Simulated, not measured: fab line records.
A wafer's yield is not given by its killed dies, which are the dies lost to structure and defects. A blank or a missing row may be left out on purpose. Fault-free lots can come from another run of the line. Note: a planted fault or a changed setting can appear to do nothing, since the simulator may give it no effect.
The tool behind it: which one?	flow nandHarc	23 lots with 69 wafers sampled at 6 steps, on a route of 1302 steps

## WHAT THE GAUGES READ, wafer by wafer
Not one reading of a measure or inspect step in the record can be checked against a usual standard deviation.

## WHICH TOOL RAN EACH LOT (tool, then ch and the chambers of the sampled wafers, then the start)
lot	NHARC_A_STAIRCASE_ETCH_13	NHARC_A_STAIRCASE_STRIP_175	NHARC_A_STAIRCASE_DESCUM_186	NHARC_A_STAIRCASE_TRIM_193	NHARC_A_STAIRCASE_ETCH_197	NHARC_A_STAIRCASE_TRIM_200
L074	rieDiel-04 ch 0,1, day 15 16:34 or earlier	plasmaAsher-01 ch 0,1, day 15 16:34	rieDiel-12 ch 0,3, day 15 17:56	rieDiel-12 ch 0,1,2, no start	rieDiel-04 ch 1,2, no start	rieDiel-04 ch 0,3, no start
L076	rieDiel-11 ch 0,1, day 16 08:25 or earlier	plasmaAsher-02 ch 0, day 16 08:25	rieDiel-04 ch 1,2,3, day 16 09:59	rieDiel-04 ch 1,2, no start	rieDiel-04 ch 0,1,3, no start	rieDiel-04 ch 0,2,3, no start
L077	rieDiel-12 ch 2,3, day 16 20:56 or earlier	plasmaAsher-01 ch 0,1, day 16 20:56	rieDiel-11 ch 0,2,3, day 16 22:25	rieDiel-11 ch 0,1, no start	rieDiel-11 ch 0,3, no start	rieDiel-11 ch 0,2,3, no start
L078	rieDiel-12 ch 0,2, day 17 13:09 or earlier	plasmaAsher-02 ch 0,1, day 17 13:09	rieDiel-04 ch 0,3, day 17 14:37	rieDiel-04 ch 2,3, no start	rieDiel-04 ch 0,3, no start	rieDiel-04 ch 0,2, no start
L079	rieDiel-12 ch 0,1,3, day 17 17:33 or earlier	plasmaAsher-01 ch 0,1, day 17 17:33	rieDiel-04 ch 0,2,3, day 17 18:55	rieDiel-04 ch 0,2,3, no start	rieDiel-11 ch 2,3, no start	rieDiel-11 ch 0,1, no start
L080	rieDiel-12 ch 0,2,3, day 18 06:20 or earlier	plasmaAsher-02 ch 0,1, day 18 06:20	rieDiel-04 ch 0,2,3, day 18 07:49	rieDiel-04 ch 0,1,3, no start	rieDiel-04 ch 1,2,3, no start	rieDiel-04 ch 1,2,3, no start
L081	rieDiel-12 ch 0,2, day 18 13:43 or earlier	plasmaAsher-02 ch 0, day 18 13:43	rieDiel-04 ch 1,2, day 18 15:13	rieDiel-04 ch 2,3, no start	rieDiel-04 ch 0,1,3, no start	rieDiel-04 ch 0,2, no start
L082	rieDiel-04 ch 1,2,3, day 18 17:35 or earlier	plasmaAsher-02 ch 0,1, day 18 17:35	rieDiel-11 ch 0,2,3, day 18 19:03	rieDiel-11 ch 0,2,3, no start	rieDiel-11 ch 1,2, no start	rieDiel-11 ch 0,1, no start
L083	rieDiel-04 ch 0,2,3, day 19 00:38	plasmaAsher-01 ch 0,1, day 19 02:56	rieDiel-04 ch 1,2, day 19 04:20	rieDiel-04 ch 1,2,3, no start	rieDiel-12 ch 0,1, no start	rieDiel-12 ch 0,3, no start
L084	rieDiel-04 ch 0,2, day 20 00:56 or earlier	plasmaAsher-01 ch 0,1, day 20 00:56	rieDiel-11 ch 1,2,3, day 20 02:28	rieDiel-11 ch 0,2,3, no start	rieDiel-04 ch 0,2, no start	rieDiel-04 ch 0,3, no start
L085	rieDiel-04 ch 2,3, day 20 03:00 or earlier	plasmaAsher-02 ch 0,1, day 20 03:00	rieDiel-12 ch 0,2,3, day 20 04:29	rieDiel-12 ch 0,2,3, no start	rieDiel-12 ch 0,2,3, no start	rieDiel-12 ch 0,1,2, no start
L086	rieDiel-11 ch 0,1,3, day 20 02:48 or earlier	plasmaAsher-01 ch 0,1, day 20 02:48	rieDiel-04 ch 2,3, day 20 04:20	rieDiel-04 ch 0,2,3, no start	rieDiel-04 ch 0,3, no start	rieDiel-04 ch 0,2, no start
L087	rieDiel-12 ch 0,2,3, day 21 13:59 or earlier	plasmaAsher-02 ch 0,1, day 21 13:59	rieDiel-11 ch 0,2,3, day 21 15:30	rieDiel-11 ch 0,1,3, no start	rieDiel-12 ch 0,1,2, no start	rieDiel-12 ch 0,1,2, no start
L089	rieDiel-04 ch 2,3, day 21 17:23 or earlier	plasmaAsher-02 ch 0,1, day 21 17:23	rieDiel-04 ch 2,3, day 21 18:47	rieDiel-04 ch 2,3, day 21 20:44 or earlier	rieDiel-04 ch 2,3, day 21 20:44	rieDiel-04 ch 2,3, no start
L088	rieDiel-04 ch 0,1,3, day 22 11:19 or earlier	plasmaAsher-01 ch 0,1, day 22 11:19	rieDiel-04 ch 0,1,2, day 22 12:52	rieDiel-04 ch 0,1,2, no start	rieDiel-04 ch 0,2,3, no start	rieDiel-04 ch 0,2,3, no start
L090	rieDiel-04 ch 2,3, day 22 17:43 or earlier	plasmaAsher-02 ch 0,1, day 22 17:43	rieDiel-11 ch 2,3, day 22 20:52	rieDiel-11 ch 1,2,3, no start	rieDiel-11 ch 1,2, no start	rieDiel-11 ch 1,2,3, no start
L091	rieDiel-04 ch 1,2,3, day 22 18:09 or earlier	plasmaAsher-02 ch 0,1, day 22 18:09	rieDiel-12 ch 2,3, day 22 20:54	rieDiel-12 ch 0,2, no start	rieDiel-04 ch 0,1,2, no start	rieDiel-04 ch 0,3, no start
L093	rieDiel-04 ch 0,2,3, day 23 07:56 or earlier	plasmaAsher-02 ch 0,1, day 23 07:56	rieDiel-12 ch 1,2, day 23 09:46	rieDiel-12 ch 2,3, no start	rieDiel-12 ch 0,1,2, no start	rieDiel-12 ch 0,2,3, no start
L092	rieDiel-12 ch 1,2,3, day 23 13:24 or earlier	plasmaAsher-01 ch 0,1, day 23 13:24	rieDiel-12 ch 0,1,2, day 23 14:46	rieDiel-12 ch 0,3, no start	rieDiel-12 ch 0,1,2, no start	rieDiel-12 ch 0,2, no start
L094	rieDiel-04 ch 0,1,3, day 23 21:04 or earlier	plasmaAsher-02 ch 0,1, day 23 21:04	rieDiel-12 ch 2,3, day 23 22:29	rieDiel-12 ch 0,1,2, no start	rieDiel-04 ch 0,1,2, no start	rieDiel-04 ch 0,3, no start
L095	rieDiel-12 ch 0,1,2, day 24 03:54 or earlier	plasmaAsher-02 ch 0,1, day 24 03:54	rieDiel-11 ch 2,3, day 24 05:17	rieDiel-11 ch 1,2, no start	rieDiel-04 ch 0,2,3, no start	rieDiel-04 ch 0,2,3, no start
L097	rieDiel-11 ch 0,1, day 25 07:58 or earlier	plasmaAsher-02 ch 0,1, day 25 07:58	rieDiel-04 ch 0,3, day 25 09:15	rieDiel-04 ch 0,1,2, no start	rieDiel-12 ch 0,2, no start	rieDiel-12 ch 0,2,3, no start
L096	rieDiel-04 ch 0,1, day 26 12:33 or earlier	plasmaAsher-01 ch 0, day 26 12:33	rieDiel-04 ch 0,1,3, day 26 14:02	rieDiel-04 ch 1,3, no start	rieDiel-04 ch 1,2,3, no start	rieDiel-04 ch 1,2,3, no start
- NHARC_A_STAIRCASE_ETCH_13: etches the open film in C4F8/O2, target depth 100 nm, time 40.5 s.
- NHARC_A_STAIRCASE_STRIP_175: strips in O2.
- NHARC_A_STAIRCASE_DESCUM_186: chemistry O2, time 3 s.
- NHARC_A_STAIRCASE_TRIM_193: chemistry O2, time 211.2 s.
- NHARC_A_STAIRCASE_ETCH_197: etches the open film in C4F8/O2, target depth 100 nm, time 40.5 s.
- NHARC_A_STAIRCASE_TRIM_200: chemistry O2, time 211.2 s.

## WHAT THE TOOLS THEMSELVES READ (means of the sampled wafers that have a number; where no wafer has one, the mark that the record gives instead)
NHARC_A_STAIRCASE_ETCH_13.
lot	tool	oesProductAu (a.u.)	rfFwdPowerW (W)	rfVppV (V)
L074	rieDiel-04	0.968	593.6	888
L076	rieDiel-11	0.942	588.3	900
L077	rieDiel-12	0.945	592.2	898
L078	rieDiel-12	0.945	590.1	895
L079	rieDiel-12	0.944	591.8	894
L080	rieDiel-12	0.932	591.1	895
L081	rieDiel-12	0.941	592.9	895
L082	rieDiel-04	0.932	592.5	897
L083	rieDiel-04	0.998	592.9	898
L084	rieDiel-04	0.915	593.2	894
L085	rieDiel-04	0.932	591.4	900
L086	rieDiel-11	0.935	590.6	898
L087	rieDiel-12	0.934	590.6	894
L089	rieDiel-04	0.942	594.6	901
L088	rieDiel-04	0.948	593.7	894
L090	rieDiel-04	0.951	594.3	902
L091	rieDiel-04	0.929	591.7	896
L093	rieDiel-04	0.955	594.8	896
L092	rieDiel-12	0.929	591.0	898
L094	rieDiel-04	0.952	593.9	899
L095	rieDiel-12	0.925	593.3	896
L097	rieDiel-11	0.943	592.0	900
L096	rieDiel-04	0.937	591.3	896

NHARC_A_STAIRCASE_STRIP_175.
lot	tool	drypumpMotorCurrentA (A)	heaterPowerW (W)
L074	plasmaAsher-01	5.7	312
L076	plasmaAsher-02	5.2	374
L077	plasmaAsher-01	5.7	286
L078	plasmaAsher-02	5.7	361
L079	plasmaAsher-01	5.7	315
L080	plasmaAsher-02	6.2	355
L081	plasmaAsher-02	5.2	370
L082	plasmaAsher-02	6.1	361
L083	plasmaAsher-01	5.7	296
L084	plasmaAsher-01	5.7	314
L085	plasmaAsher-02	6.1	344
L086	plasmaAsher-01	5.7	290
L087	plasmaAsher-02	6.1	353
L089	plasmaAsher-02	5.7	356
L088	plasmaAsher-01	5.7	294
L090	plasmaAsher-02	5.7	352
L091	plasmaAsher-02	6.2	345
L093	plasmaAsher-02	5.7	354
L092	plasmaAsher-01	5.7	311
L094	plasmaAsher-02	5.7	358
L095	plasmaAsher-02	5.7	351
L097	plasmaAsher-02	5.7	350
L096	plasmaAsher-01	5.7	331

NHARC_A_STAIRCASE_DESCUM_186.
lot	tool	drypumpMotorCurrentA (A)	oesProductAu (a.u.)	rfVppV (V)	showerheadPlenumPTorr (Torr)	throttleValvePct (%)
L074	rieDiel-12	5.4	0.995	57.0	1.87	11.305
L076	rieDiel-04	6.3	0.996	57.7	1.93	11.309
L077	rieDiel-11	5.8	1.000	57.9	1.95	11.312
L078	rieDiel-04	5.5	1.007	57.5	1.90	11.323
L079	rieDiel-04	5.8	1.001	57.2	1.95	11.316
L080	rieDiel-04	5.8	1.008	58.0	1.95	11.307
L081	rieDiel-04	6.3	1.000	57.3	1.90	11.300
L082	rieDiel-11	5.8	0.997	57.8	1.94	11.314
L083	rieDiel-04	6.3	0.992	56.7	1.90	11.314
L084	rieDiel-11	5.8	1.007	57.7	1.95	11.318
L085	rieDiel-12	5.5	0.986	58.1	1.89	11.306
L086	rieDiel-04	6.1	0.998	58.6	2.01	11.311
L087	rieDiel-11	5.8	1.002	58.4	1.94	11.321
L089	rieDiel-04	6.1	0.996	58.0	1.98	11.318
L088	rieDiel-04	6.0	0.996	57.3	1.85	11.312
L090	rieDiel-11	5.4	1.002	58.0	1.90	11.312
L091	rieDiel-12	5.6	0.991	57.1	1.92	11.310
L093	rieDiel-12	5.5	0.988	58.3	1.96	11.311
L092	rieDiel-12	5.3	0.993	57.1	1.92	11.314
L094	rieDiel-12	5.6	0.983	58.4	1.92	11.313
L095	rieDiel-11	5.4	1.001	56.7	1.90	11.315
L097	rieDiel-04	5.5	1.004	57.9	1.88	11.311
L096	rieDiel-04	6.0	1.002	57.2	1.97	11.312

NHARC_A_STAIRCASE_TRIM_193.
lot	tool	drypumpMotorCurrentA (A)	oesProductAu (a.u.)	rfVppV (V)	showerheadPlenumPTorr (Torr)	throttleValvePct (%)
L074	rieDiel-12	5.3	0.986	58.1	3.57	17.042
L076	rieDiel-04	6.3	0.999	58.2	3.52	17.030
L077	rieDiel-11	6.2	0.997	57.5	3.67	17.032
L078	rieDiel-04	6.1	1.001	57.3	3.70	17.028
L079	rieDiel-04	5.9	1.001	58.1	3.59	17.043
L080	rieDiel-04	6.0	0.989	57.8	3.47	17.031
L081	rieDiel-04	6.1	0.997	58.0	3.69	17.025
L082	rieDiel-11	5.8	1.002	58.4	3.58	17.042
L083	rieDiel-04	6.3	0.993	57.6	3.54	17.032
L084	rieDiel-11	5.8	1.003	59.4	3.58	17.028
L085	rieDiel-12	5.5	0.989	58.1	3.49	17.031
L086	rieDiel-04	5.8	0.997	58.6	3.57	17.042
L087	rieDiel-11	5.9	1.001	57.6	3.59	17.039
L089	rieDiel-04	6.1	0.994	58.2	3.65	17.036
L088	rieDiel-04	6.0	0.992	57.8	3.42	17.043
L090	rieDiel-11	5.8	1.006	57.4	3.57	17.034
L091	rieDiel-12	5.1	0.994	57.5	3.48	17.025
L093	rieDiel-12	5.7	0.984	57.9	3.54	17.030
L092	rieDiel-12	5.7	0.994	57.0	3.41	17.041
L094	rieDiel-12	5.3	0.997	56.8	3.54	17.033
L095	rieDiel-11	6.2	1.003	58.3	3.62	17.035
L097	rieDiel-04	6.0	0.999	57.7	3.59	17.039
L096	rieDiel-04	6.2	0.993	58.2	3.73	17.041

NHARC_A_STAIRCASE_ETCH_197.
lot	tool	oesProductAu (a.u.)	rfFwdPowerW (W)	rfVppV (V)
L074	rieDiel-04	0.962	593.7	895
L076	rieDiel-04	0.942	593.0	893
L077	rieDiel-11	0.933	588.3	898
L078	rieDiel-04	0.934	594.8	899
L079	rieDiel-11	0.977	593.4	898
L080	rieDiel-04	0.939	592.9	897
L081	rieDiel-04	0.951	593.3	893
L082	rieDiel-11	0.946	594.2	900
L083	rieDiel-12	0.966	595.2	897
L084	rieDiel-04	0.966	593.3	893
L085	rieDiel-12	0.939	590.6	894
L086	rieDiel-04	0.948	595.9	899
L087	rieDiel-12	0.966	591.0	897
L089	rieDiel-04	0.939	593.4	900
L088	rieDiel-04	0.944	592.4	898
L090	rieDiel-11	0.944	594.1	899
L091	rieDiel-04	0.961	591.2	892
L093	rieDiel-12	0.935	591.8	897
L092	rieDiel-12	0.934	593.4	896
L094	rieDiel-04	0.944	591.0	899
L095	rieDiel-04	0.960	594.2	897
L097	rieDiel-12	0.963	590.9	897
L096	rieDiel-04	0.940	592.9	903

NHARC_A_STAIRCASE_TRIM_200.
lot	tool	drypumpMotorCurrentA (A)	oesProductAu (a.u.)	rfVppV (V)	showerheadPlenumPTorr (Torr)	throttleValvePct (%)
L074	rieDiel-04	5.8	1.001	58.0	3.63	17.044
L076	rieDiel-04	5.8	0.994	58.5	3.59	17.034
L077	rieDiel-11	5.8	1.001	57.7	3.59	17.035
L078	rieDiel-04	5.9	1.002	58.0	3.55	17.036
L079	rieDiel-11	6.3	0.994	58.1	3.65	17.032
L080	rieDiel-04	6.3	0.990	58.9	3.54	17.028
L081	rieDiel-04	6.0	0.993	58.0	3.55	17.036
L082	rieDiel-11	6.2	1.001	57.9	3.66	17.036
L083	rieDiel-12	5.7	1.004	57.0	3.43	17.037
L084	rieDiel-04	5.5	1.007	58.6	3.50	17.024
L085	rieDiel-12	5.3	0.991	57.2	3.55	17.040
L086	rieDiel-04	5.6	1.001	58.2	3.46	17.032
L087	rieDiel-12	5.3	0.992	57.3	3.54	17.034
L089	rieDiel-04	6.1	0.997	57.3	3.64	17.044
L088	rieDiel-04	5.8	0.993	57.5	3.56	17.027
L090	rieDiel-11	5.8	1.004	58.3	3.57	17.047
L091	rieDiel-04	5.8	1.001	58.8	3.60	17.033
L093	rieDiel-12	5.5	0.994	57.7	3.48	17.023
L092	rieDiel-12	5.3	0.997	58.2	3.55	17.034
L094	rieDiel-04	5.5	0.997	57.7	3.49	17.044
L095	rieDiel-04	5.8	0.992	58.7	3.56	17.045
L097	rieDiel-12	5.5	0.999	57.3	3.47	17.045
L096	rieDiel-04	6.3	1.006	58.0	3.69	17.046

## THE ANSWER, worked out from the rows above alone
Rule: usual is defined by the lots themselves. The widest of any qualifying gaps counts: lots, ordered by their means at a reading, are off when they make up no more than a third of the lots, leave a main group of 4 or more, and stand apart from it by 3 or more times the standard deviation of that group's means. A main group is skipped when, at the precision printed for the reading in the tables above, its means are all equal. Also off: a lot with no number at a reading for which 4 or more lots have one. Any other lot the step has rows for is counted as sound. Order of review: gauges by route order, followed by the tools' own readings, for which a lot's mean as printed above is used. At the first step where some lot is off, the reading lying furthest off is the one used; lots without a number count as furthest.
No lot is off on any of the readings shown, so nothing can be concluded from this.

## WHAT THE SIMULATOR HAD INSERTED
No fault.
